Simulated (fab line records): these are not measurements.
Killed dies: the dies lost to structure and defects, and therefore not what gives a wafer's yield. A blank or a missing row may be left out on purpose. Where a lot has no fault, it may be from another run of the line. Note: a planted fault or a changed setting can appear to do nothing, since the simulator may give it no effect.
fab line records	flow nand-harc
record: lots: 5	wafers: 14	last-day: 24
route steps=1159 shown A_SLIT@783 END@1159
lots with no fault: from the same line, run without faults
start-h: start of the lot's first displayed wafer, in hours after the record's first day	wait-h: hours elapsed since this lot's preceding step	" same as the row above	L1.1+2: several wafers, shown together as one row	- no value, or no start was given	* or withheld: withheld	< > ~ a bound
route shown NAME@n: NAME is a module with steps in the file, n the number in the route of the first one	usual: mean/standard deviation of fault-free wafers	same: alike in all rows	chamber/n: place in a boat	sites: per-site readings	_std_site: their standard deviation	_edge_site: mean of outer sites minus mean of inner sites	radius-mm: how far each site lies from the wafer's centre	mask NAME#n: copy n	behind: the most recent tool/chamber to have shaped the wafer	hold: why the lot was held/for how many hours/how that ended	device: which transistor (n, p or np) failed to switch	end of line: tests run on the same wafers once the route is complete	a step with no rows: only its recipe	killed: not the wafer's yield, but the dies lost to structure and defects at the first sort	map: a wafer's dies, marking killed ones x, the rest . and places with no die _
set.NAME: the setting as run; set.NAME@STEP: as run at that earlier step	model.NAME: the simulator's own value behind a step, which no gauge read
certain route steps with their lots: each step a table, each wafer a row
services: when a tool's chamber went out of use (start-h, in hours from the record's first day, below 0 if earlier), for how many hours, and the reason
== steps ==
step: NHARC_A_SLIT_HMDS_02
recipe: time-s: 30
step: NHARC_A_SLIT_COAT_03
recipe: spin-rpm: 1500	resist-thk-nm: 90
step: NHARC_A_SLIT_SOFTBAKE_04
recipe: temp-c: 105	time-s: 55
step: NHARC_A_SLIT_EBR_05
step: NHARC_A_SLIT_EXPOSE_06
recipe: na: 1.35	dose-mj: 60.82	mask-id: SLIT
step: NHARC_A_SLIT_PEB_07
recipe: peb-temp-c: 100	peb-time-s: 65
step: NHARC_A_SLIT_DEVELOP_08
recipe: develop-time-s: 35	dev-temp-c: 23
step: NHARC_A_SLIT_CD_MEAS_09
recipe: target-cd-nm: 300	landing-energy-ev: 500
usual: cd-nm: 299.9/0.56
lot.wafer	tool	chamber	start-h	wait-h	cd-nm
L426.1	cd-sem-03	0	339.32	-	299.8
L426.3	"	0	"	"	299.9
L426.6	"	0	"	"	298.9
L430.3	cd-sem-01	0	354.99	-	299.0
L430.5	"	0	"	"	299.4
L430.6	"	0	"	"	299.7
L434.1	cd-sem-02	0	385.52	-	299.8
L434.2	"	0	"	"	300.3
L434.6	"	0	"	"	300.7
L443.2	cd-sem-03	0	446.78	-	299.0
L443.6	"	0	"	"	299.6
L445.4	cd-sem-02	0	448.23	-	299.9
L445.5	"	0	"	"	300.2
L445.6	"	0	"	"	300.3
step: NHARC_A_SLIT_OVL_MEAS_10
usual: overlay-x-nm: 0.2/0.67	overlay-y-nm: -0.1/0.96
lot.wafer	tool	chamber	start-h	wait-h	overlay-x-nm	overlay-y-nm
L426.1	overlay-01	-	339.41	-	0.6	0.9
L426.3	"	-	"	"	0.5	0.5
L426.6	"	-	"	"	-0.1	1.0
L430.3	overlay-01	-	355.08	-	-0.8	-0.4
L430.5	"	-	"	"	-0.6	-0.2
L430.6	"	-	"	"	-0.8	-0.5
L434.1	overlay-02	-	385.61	-	1.1	0.7
L434.2	"	-	"	"	0.9	1.1
L434.6	"	-	"	"	0.8	0.8
L443.2	overlay-01	-	446.87	-	0.0	1.1
L443.6	"	-	"	"	-0.3	1.1
L445.4	overlay-02	-	448.33	-	0.8	-0.7
L445.5	"	-	"	"	0.2	-1.1
L445.6	"	-	"	"	0.5	-1.2
step: NHARC_A_SLIT_INSPECT_11
usual: raw-defect-count: 21/9.4
lot.wafer	tool	chamber	start-h	wait-h	raw-defect-count
L426.1	defect-inspect-01	-	339.44	0.0	6
L426.3	"	-	"	"	11
L426.6	"	-	"	"	17
L430.3	defect-inspect-02	-	355.13	0.1	15
L430.5	"	-	"	"	17
L430.6	"	-	"	"	12
L434.1	defect-inspect-02	-	385.65	0.0	29
L434.2	"	-	"	"	30
L434.6	"	-	"	"	27
L443.2	defect-inspect-01	-	446.90	0.0	36
L443.6	"	-	"	"	30
L445.4	defect-inspect-02	-	448.37	0.0	21
L445.5	"	-	"	"	15
L445.6	"	-	"	"	14
step: NHARC_A_SLIT_DESCUM_14
recipe: time-s: 3	o2-flow-sccm: 200	ar-flow-sccm: 0	bias-power-w: 0	chemistry: O2
usual: drypump-motor-current-A: 5.6/0.66	oes-product-au: 1.004/0.01	rf-vpp-V: 58.0/0.86	showerhead-plenum-p-Torr: 1.94/0.086	throttle-valve-pct: 11.312/0.0093
lot.wafer	tool	chamber	start-h	wait-h	drypump-motor-current-A	oes-product-au	rf-hours-counter-h	rf-vpp-V	showerhead-plenum-p-Torr	throttle-valve-pct
L426.3	rie-diel-03	0	339.52	0.1	4.8	0.996	7	59.2	2.05	11.315
L426.1	"	1	"	"	5.4	1.015	5	57.4	1.94	11.291
L426.6	"	3	"	"	5.3	1.019	-	58.7	1.88	11.322
L430.3	rie-diel-12	1	355.22	0.1	6.0	1.006	12	57.5	1.79	11.312
L430.6	"	2	"	"	5.2	1.005	-	56.8	1.78	11.316
L430.5	"	3	"	"	5.2	0.998	-	57.7	1.91	11.308
L434.2	rie-diel-05	2	385.71	0.1	4.6	1.015	1	58.0	2.06	11.305
L434.1	"	3	"	"	6.5	1.002	1	58.1	1.92	11.320
L434.6	"	2	"	"	4.6	1.019	-	58.2	2.06	11.307
L443.2	rie-diel-05	0	446.97	0.1	6.1	0.997	5	58.9	1.93	11.303
L443.6	"	0	"	"	6.1	0.996	-	57.2	1.93	11.300
L445.6	rie-diel-03	3	448.46	0.1	5.2	1.021	-	57.9	1.88	11.310
L445.5	"	0	"	"	4.8	1.014	-	58.3	2.05	11.302
L445.4	"	2	"	"	5.7	1.015	-	58.4	2.02	11.315
step: NHARC_A_SLIT_ETCH_24
recipe: target-depth-a: 1210	time-s: 60.5	cf4-flow-sccm: 100	chf3-flow-sccm: 30	ar-flow-sccm: 0	rf-w: 500	bias-w: 200	chemistry: CF4/CHF3
usual: drypump-motor-current-A: 5.6/0.66	oes-product-au: 0.964/0.018	rf-vpp-V: 371.3/2.4	run-length-s: 81.8/0.39	showerhead-plenum-p-Torr: 1.59/0.064	throttle-valve-pct: 16.803/0.0086
lot.wafer	tool	chamber	start-h	wait-h	drypump-motor-current-A	oes-product-au	rf-hours-counter-h	rf-vpp-V	run-length-s	showerhead-plenum-p-Torr	throttle-valve-pct
L426.1	rie-diel-03	1	339.59	0.1	5.4	0.983	5	371.4	82.3	1.59	16.804
L426.3	"	2	"	"	5.7	0.963	6	372.6	81.5	1.66	16.815
L426.6	"	1	"	"	5.5	0.988	-	370.8	81.5	1.59	16.800
L430.3	rie-diel-12	1	355.31	0.1	6.0	0.924	12	366.0	81.4	1.48	16.797
L430.6	"	2	"	"	5.2	0.918	-	367.1	82.2	1.47	16.806
L430.5	"	3	"	"	5.2	0.927	-	370.6	81.1	1.57	16.815
L434.1	rie-diel-05	2	385.79	0.1	4.7	0.958	1	373.4	82.7	1.69	16.805
L434.2	"	1	"	"	6.7	0.967	1	369.9	81.7	1.58	16.811
L434.6	"	3	"	"	6.5	0.954	-	371.0	81.5	1.58	16.808
L443.2	rie-diel-05	2	447.05	0.1	4.6	0.990	5	375.6	82.7	1.69	16.803
L443.6	"	2	"	"	4.6	0.995	-	374.7	82.1	1.69	16.806
L445.4	rie-diel-03	3	448.55	0.1	5.3	0.978	-	368.7	81.8	1.55	16.819
L445.5	"	0	"	"	4.8	0.970	-	373.4	81.8	1.68	16.803
L445.6	"	2	"	"	5.7	0.973	-	373.4	81.5	1.66	16.810
step: NHARC_A_SLIT_ETCH_15
recipe: target-depth-a: 32000	over-etch-frac: 0.3	time-s: 832	ion-energy-ev: 150	o2-flow-sccm: 400	cos-flow-sccm: 20	ar-flow-sccm: 0	rf-w: 500	bias-w: 300	chemistry: O2/COS
usual: drypump-motor-current-A: 5.7/0.65	oes-product-au: 1.005/0.011	rf-vpp-V: 314.8/2	run-length-s: 853.3/0.38	showerhead-plenum-p-Torr: 3.16/0.13	throttle-valve-pct: 28.331/0.01
lot.wafer	tool	chamber	start-h	wait-h	drypump-motor-current-A	oes-product-au	rf-hours-counter-h	rf-vpp-V	run-length-s	showerhead-plenum-p-Torr	throttle-valve-pct	model.A_SLIT.cd-offset-nm
L426.1	rie-diel-03	1	339.68	-	5.5	0.995	5	315.3	853.1	3.16	28.326	-2.082
L426.3	"	2	"	"	5.7	0.988	6	316.2	853.3	3.30	28.344	0.5871
L426.6	"	2	"	"	5.7	0.998	-	318.5	853.0	3.30	28.333	0.05948
L430.3	rie-diel-12	2	355.44	-	5.2	1.008	12	311.1	853.5	2.92	28.347	-1.859
L430.6	"	1	"	"	6.0	1.003	-	310.9	853.5	2.93	28.335	0.5993
L430.5	"	2	"	"	5.2	1.010	-	309.8	853.2	2.92	28.333	-1.227
L434.1	rie-diel-05	3	385.88	-	6.6	1.005	1	314.3	852.8	3.13	28.316	-0.03358
L434.2	"	0	"	"	6.1	1.011	1	313.6	853.4	3.15	28.364	-0.2764
L434.6	"	0	"	"	6.1	1.003	-	316.9	853.5	3.15	28.341	-0.2077
L443.2	rie-diel-05	0	447.20	-	6.1	0.992	5	314.9	678.6	3.15	28.332	-2.889
L443.6	"	0	"	"	6.1	0.995	-	315.0	853.5	3.15	28.337	-0.7966
L445.5	rie-diel-03	3	448.87	-	5.3	1.033	-	314.0	853.3	3.07	28.323	-0.1025
L445.4	"	0	"	"	4.8	1.020	-	316.9	853.3	3.33	28.332	-0.6952
L445.6	"	2	"	"	5.7	1.014	-	315.8	853.5	3.29	28.317	1.099
step: NHARC_A_SLIT_ETCH_17
recipe: bias-v: 900	source-w: withheld	pressure-mtorr: 20	ar-flow-sccm: 375	c4f8-flow-sccm: 83.3	o2-flow-sccm: 41.7	time-s: 1687.5	target-depth-a: 1.01e+05	chemistry: C4F8/O2/Ar
usual: c4f8-flow-sccm: 83.28/0.23	drypump-motor-current-A: 5.9/0.47	run-length-s: 1688.5/0.38	showerhead-plenum-p-Torr: 3.71/0.064	throttle-valve-pct: 32.046/0.0091
lot.wafer	tool	chamber	start-h	wait-h	c4f8-flow-sccm	drypump-motor-current-A	rf-hours-counter-h	run-length-s	showerhead-plenum-p-Torr	throttle-valve-pct
L426.1	har-etch-02	1	341.39	-	83.29	6.5	182	1688.6	3.63	32.044
L426.3	"	1	"	"	83.12	6.5	-	1689.1	3.63	32.043
L426.6	"	1	"	"	83.25	6.5	-	1688.6	3.63	32.028
L430.3	har-etch-02	1	356.47	-	83.14	6.5	-	1688.6	3.63	32.044
L430.5	"	1	"	"	82.94	6.5	-	1688.8	3.63	32.047
L430.6	"	0	"	"	82.72	6.0	-	1688.8	3.77	32.048
L434.1	har-etch-01	0	386.47	-	83.10	5.2	25	1688.2	3.78	32.047
L434.2	"	1	"	"	83.02	6.0	25	1689.2	3.69	32.073
L434.6	"	0	"	"	83.17	5.2	-	1687.9	3.78	32.044
L443.2	har-etch-01	0	448.83	-	83.43	5.2	56	1687.8	3.77	32.039
L443.6	"	1	450.09	-	83.10	6.0	-	1688.8	3.67	32.040
L445.4	har-etch-02	1	449.84	-	83.38	6.5	-	1689.0	3.61	32.055
L445.5	"	1	"	"	83.15	6.6	-	1688.6	3.61	32.030
L445.6	"	0	"	"	83.10	6.0	-	1688.2	3.75	32.036
step: NHARC_END_SORT_01
recipe: temp-c: 25
usual: killed-at-array: 27/8.8	killed-at-other: 0.4/0.82	killed-at-periphery: 3.1/2.1	killed-dies: 31/8.8	killed-open: 3.3/2	killed-short: 2.0/1.4
same: gross-dies: 677
lot.wafer	tool	chamber	start-h	wait-h	killed-at-array	killed-at-other	killed-at-periphery	killed-dies	killed-open	killed-short
L443.2	prober-01	0	562.47	2.8	97	0	2	99	0	1
L443.6	prober-01	0	565.66	4.0	34	0	3	37	6	3
killed by level:class
L443.2 A_SLIT:area-etch=67 A_CHANNEL_HOLE_D1:chamber-film-flake=20 A_WL_FILL:chamber-film-flake=4 A_STAIRCASE:chamber-film-flake=3 P_M1:chamber-film-flake=2 A_CONTACT:chamber-film-flake=2 A_CHANNEL_FILL_D1:geometric-particle:short=1
L443.6 A_CHANNEL_HOLE_D1:chamber-film-flake=20 A_WL_FILL:chamber-film-flake=5 A_CONTACT:geometric-particle:open=2 P_CONTACT:geometric-particle:open=1 A_SOURCE_PLATE:geometric-particle:short=1 A_ONON_D1:geometric-particle:open=1 A_CHANNEL_HOLE_D1:geometric-particle:open=1 A_WL_FILL:geometric-particle:open=1
map L443.2 (x killed, . not)
____________.____________
_________......._________
_______...x......._______
______.x.....xxx...______
_____........x......_____
____...x.....x.x.....____
____..........x......____
___.......x.x....x....___
___.x......x.....x....___
__........x....x.xx....__
__..x..xx.......x....x.__
_.....x..x...xx........._
_....x...............x.._
_................x......_
_..x.x.........xx......._
_.......xx.x.......x...._
....x.x.....x..x.........
........x......xx........
......x............x.....
.....x...................
.............x...xx.x....
_.....xx...xx..xx......._
_..........x...xxx......_
_...x.x...x.....x......._
_......x.....x.x..xx...._
_x...........x.x...x...._
__.......x..x....xxx...__
__...x.......x....xx.x.__
___.............xxx...___
___......x........x.x.___
____..........x..x...____
____............xxx..____
_____...........x..._____
______.............______
_______..........._______
_________......._________
____________.____________
map L434.1 (x killed, . not)
____________.____________
_________...x..._________
_______..........._______
______.............______
_____..............._____
____.................____
____.......x.........____
___............x.x....___
___x............x.....___
__..........xxxxx......__
__.......x...x.x.......__
_..............xxx......_
_...........x.x.x.x....._
_........x...xx.x......._
_............xxx........_
_..x...................._
.............x...........
.........................
...................x..x..
.........................
.........................
_......................._
_.........x............x_
_...x..................._
_......................x_
_.x..x........x........._
__..............x......__
__.....................__
___....x..............___
___...................___
____.................____
____.................____
_____..............._____
______.............______
_______..........._______
_________......._________
____________.____________
== services ==
tool	chamber	start-h	hours	kind
rie-diel-03	0	322.35	-	clean
rie-diel-03	1	322.35	-	clean
rie-diel-03	2	322.35	-	clean
rie-diel-03	3	322.35	-	clean
rie-diel-03	0	346.85	-	clean
rie-diel-03	1	346.85	-	clean
rie-diel-03	2	346.85	-	clean
rie-diel-03	3	346.85	-	clean
rie-diel-05	-	346.94	9.0	pm
rie-diel-03	2	359.51	8.3	repair
rie-diel-03	0	371.35	-	clean
rie-diel-03	1	371.35	-	clean
rie-diel-03	2	371.35	-	clean
rie-diel-03	3	371.35	-	clean
rie-diel-05	1	372.96	1.4	repair
rie-diel-12	-	379.56	9.0	pm
rie-diel-05	3	388.64	10.4	repair
rie-diel-03	-	392.30	9.0	pm
rie-diel-03	0	392.30	9.0	vent-cycle
rie-diel-03	1	392.30	9.0	vent-cycle
rie-diel-03	2	392.30	9.0	vent-cycle
rie-diel-03	2	406.08	4.3	repair
rie-diel-03	1	426.45	22.9	repair
rie-diel-05	3	429.00	2.4	repair
== key ==
first-sign: step: NHARC_A_SLIT_ETCH_15	reading: run-length-s	direction: down	sigmas: 99+	usual: *	struck: *
effect: step: NHARC_END_SORT_01	reading: killed-at-array	direction: up	sigmas: 7.9	usual: 27	struck: 97
model-effect: step: NHARC_A_SLIT_ETCH_15	value: A_SLIT.cd-offset-nm	without: -1.135	struck: -2.889
more-kills-born-at: NHARC_A_SLIT_ETCH_15@rie-diel-05: 67
met-at NHARC_A_SLIT_ETCH_15
struck-wafers L443.2
tester-left-out L443
onset-between 385.88 447.20
fault: kind: process-parameter-drift	tool: rie-diel-05	chamber: -	onset-h: 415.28	steps: NHARC_A_SLIT_ETCH_15	channel: time-s	offset: *	shape: step	end-h: 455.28	scope: struck-wafers-only	acts-in: *	stated: *
tester-left-out: of these lots the tester's yield and bins aren't shown, on N5 and GAA mostly nor the transistor test; their killed dies are dies lost to structure and defects alone, not to doping, threshold or leakage, so they don't give the yield
